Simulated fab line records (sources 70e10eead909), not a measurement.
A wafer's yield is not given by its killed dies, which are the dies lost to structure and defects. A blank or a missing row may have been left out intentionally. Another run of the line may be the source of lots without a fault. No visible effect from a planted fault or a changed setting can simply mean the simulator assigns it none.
One fault seen from 2 desks ; flow nand harc ; only its own numbers are on each desk; what lay behind them is given at the end

THE DEFECT DESK
For each lot, the counts of the inspections along the route, averaged over the sampled wafers that have a number. The brackets show how far a lot's mean lies from the usual mean; more than 4 standard deviations puts the lot out of limits, marked OUT.
Columns: A = raw defect count at NHARC_P_STI_INSPECT_25, usual 209; B = raw defect count at NHARC_P_GATE_INSPECT_28, usual 5.2; C = raw defect count at NHARC_P_GATE_INSPECT_68, usual 188
lot;first seen here;A;B;C
L516;day 4 16:35;202;4.3;202
L521;day 5 23:39;120;4.7;109
L525;day 6 21:40;465;329.0 (+99 or more) OUT;454 (+4.1) OUT
L530;day 8 06:51;249;2.3;215
L532;day 8 11:31;255;4.7;225
This desk's verdict: out of limits on L525, starting with L525 at day 7 19:43 (raw defect count at NHARC_P_GATE_INSPECT_28). L516, L521, L530, L532 stayed within limits.

AT THE METROLOGY DESK
What the gauges read for every lot (on any tool): the sampled wafers with a number, averaged. The brackets show how far a lot's mean lies from the usual mean; more than 4 standard deviations puts the lot out of limits, marked OUT.
Columns: A = trench depth nm at NHARC_P_STI_OCD_MEAS_17, usual 299 nm; B = trench foot cd nm at NHARC_P_STI_OCD_MEAS_17, usual 159 nm; C = trench depth nm at NHARC_P_STI_OCD_MEAS_43, usual 299 nm; D = trench foot cd nm at NHARC_P_STI_OCD_MEAS_43, usual 159 nm; E = cd nm at NHARC_P_GATE_CD_MEAS_11, usual 1641.3 nm
lot;first seen here;A;B;C;D;E
L516;day 3 11:00;306;156;306;156;1640.7
L521;day 4 17:46;298;163;298;163;1641.0
L525;day 5 19:14;302;156;301;156;1642.6
L530;day 7 00:26;301;162;301;162;1642.2
L532;day 7 08:08;303;164;303;164;1640.1
This desk's finding: nothing out of limits on any of the 5 lots.

ALL TOGETHER
The defect desk could have raised an alarm at day 7 19:43, on L525.
Metrology desk: nothing out of limits seen.
The metrology desk has L525 on record, within its limits.
Every lot named ran NHARC_P_STI_STRIP_24 on wet bench-01.

WHAT THE SIMULATOR HAD PUT IN
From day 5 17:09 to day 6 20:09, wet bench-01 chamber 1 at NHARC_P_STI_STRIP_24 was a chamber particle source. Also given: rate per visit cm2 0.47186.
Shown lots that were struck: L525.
Hours from the fault's start to each desk's first reading out of limits: the defect desk, 51.
